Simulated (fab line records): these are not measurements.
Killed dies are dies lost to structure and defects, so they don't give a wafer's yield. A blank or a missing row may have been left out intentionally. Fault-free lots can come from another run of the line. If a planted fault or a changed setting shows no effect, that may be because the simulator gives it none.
A lot that was struck, set against a sound lot / flow n5-finfet / 36 steps out of a route of 1938
Sound: the wafers L127.1, L127.4, L127.6. Wafers struck: L116.3, L116.5, L116.6. The cause comes at the end.
At each step with rows: each side's tool, then ch and its chambers, then its first start. Under that, the readings that differ: sound wafers / struck wafers / difference of the means / sigmas: that difference in standard deviations of wafers without a fault.
alike: words and numbers the same on both sides, and readings whose means are apart by under 2 such deviations; not compared: readings that were withheld, readings missing a value for some wafer, numbers with overlapping values and no deviation given by the record, and bounds like >300 which may hide the same value.
A row with sigmas, a row that says differs or no value, or rows on one side alone: a step with any of these is where the two part. When numbers do not overlap yet have no deviation, they are printed without sigmas and do not part them. A reading missing from all wafers of one side parts the sides only when that side holds two or more wafers.

first, 9 steps without rows for these wafers: N5_BEOL_M4_ANNEAL_95 (time 240 s); N5_BEOL_M4_SPUTTER_96 (material Cu, target thk 4.5 nm, time 8.29 s); N5_BEOL_M4_ECD_50 (material Cu, target thk 300 nm); N5_BEOL_M4_ANNEAL_51 (time 90 s); N5_BEOL_M4_CMP_52 (polishes, stops on SiOC, t overpolish 6.8 s, target thk 40 nm); N5_BEOL_M4_PRE_CLEAN_60 (time 15 s); N5_BEOL_M4_CO_CAP_55 (material Co, precursor CCTBA/H2, target thk 2 nm, time 102.1 s); N5_BEOL_M4_PRE_CLEAN_56 (time 15 s); N5_BEOL_M4_DEP_57 (deposits SiCN from 3MS/NH3, target thk 8 nm, time 14 s).
N5_BEOL_M4_RC_MEAS_101:
  sound on prober-01 ch 0, day 13 02:47; struck on prober-01 ch 0, day 10 07:50
reading=ION_N (uA/um); sound=669 635 668; struck=682 670 692; difference=+24; sigmas=+2
  alike: DIBL_N, DIBL_P, IOFF_N, IOFF_P, ION_P, SS_N, SS_P, VT_N, VT_P
then, 24 steps without rows for these wafers: N5_BEOL_M5_ILD_DEP_00 (deposits SiCOH lowk from DEMS/porogen, target thk 140.64 nm, time 25.9 s); N5_BEOL_M5_CURE_79 (cures SiCOH lowk, time 240 s); N5_BEOL_M5_PECVD_70 (deposits SiO2 from TEOS/O2, target thk 16 nm, time 18 s); N5_BEOL_M5_HM_DEP_02 (deposits TiN, target thk 20 nm); N5_BEOL_M5_COAT_59 (time 60 s, resist thk 60 nm); N5_BEOL_M5_COAT_60 (time 60 s, resist thk 12 nm); N5_BEOL_M5_COAT_71 (time 60 s, resist thk 5 nm); N5_BEOL_M5_COAT_05 (resist thk 30 nm); N5_BEOL_M5_EBR_07; N5_BEOL_M5_SOFTBAKE_06 (time 60 s); N5_BEOL_M5_EXPOSE_08 (exposes mask M5, target cd 28 nm); N5_BEOL_M5_PEB_09 (peb time 60 s); N5_BEOL_M5_DEVELOP_10 (develop time 30 s); N5_BEOL_M5_DESCUM_16 (chemistry O2, time 7 s); N5_BEOL_M5_ETCH_72 (etches underlayer in N2/H2, target depth 6.5 nm, time 5.2 s); N5_BEOL_M5_ETCH_61 (etches SiARC in CF4, target depth 15.6 nm, time 26 s); N5_BEOL_M5_ETCH_62 (etches SOC in N2/H2, target depth 75 nm, overetch 15 nm, time 112.5 s); N5_BEOL_M5_STRIP_63 (strips in N2/H2); N5_BEOL_M5_STRIP_73 (strips in N2/H2); N5_BEOL_M5_STRIP_64 (strips in CF4); N5_BEOL_M5_HM_OPEN_17 (chemistry Cl2/BCl3, target TiN, target depth 20 nm, overetch 6 nm); N5_BEOL_M5_STRIP_19 (strips in O2); N5_BEOL_M5_COAT_65 (time 60 s, resist thk 60 nm); N5_BEOL_M5_COAT_66 (time 60 s, resist thk 12 nm).
-- record jumps: 3 days separate the struck wafers' starts on either side; left off in module BEOL_M5, taken up again in module BEOL_M12, whose first shown step is the route's number 1650 --
N5_BEOL_M12_SPUTTER_45: material Cu, target thk 80 nm, time 13.33 s.
  sound on pvd-sputter-01, day 15 17:47; struck on pvd-sputter-03, day 13 03:41
  no value came back on the struck wafers for any of 5 readings (bias-v (V), cathode-dc-power-W (W) and others); on the sound wafers bias-v (V) reads 60.4 60.2 60.6
N5_PASSIVATION_PROBE_49:
  sound on prober-02, day 17 06:03; struck on prober-01, day 14 11:09
reading=defect-limited-yield (%); sound=94.7 92.8 91.0; struck=0 0 0; difference=-93; sigmas=-66
reading=killed_at_M4_up; sound=15 16 14; struck=1100 1095 1099; difference=+1083; sigmas=+99 or more
reading=killed-dies; sound=63 85 106; struck=1180 1180 1180; difference=+1095; sigmas=+68
reading=killed-on-rim; sound=9 8 12; struck=152 152 152; difference=+142; sigmas=+36
reading=sort_bin_5_function (%); sound=3.3 4.1 5.8; struck=96.6 96.9 97.4; difference=+92.6; sigmas=+99 or more
reading=sort_bin_8_speed (%); sound=0 4.4 0; struck=0 0 0; difference=-1; sigmas=-4
reading=sort-n-pass; sound=1117 1043 1074; struck=0 0 0; difference=-1078; sigmas=-67
reading=sort-yield-pct (%); sound=94.7 88.4 91.0; struck=0 0 0; difference=-91; sigmas=-65
  alike: killed_at_M0_to_M3, killed-at-contacts, killed-at-front-end, killed-at-other, killed-open, killed-short, sort_bin_6_memory

WHERE THEY PART
Earliest at N5_BEOL_M4_RC_MEAS_101; latest, in this record, at N5_PASSIVATION_PROBE_49.

WHY: what the simulator had put in
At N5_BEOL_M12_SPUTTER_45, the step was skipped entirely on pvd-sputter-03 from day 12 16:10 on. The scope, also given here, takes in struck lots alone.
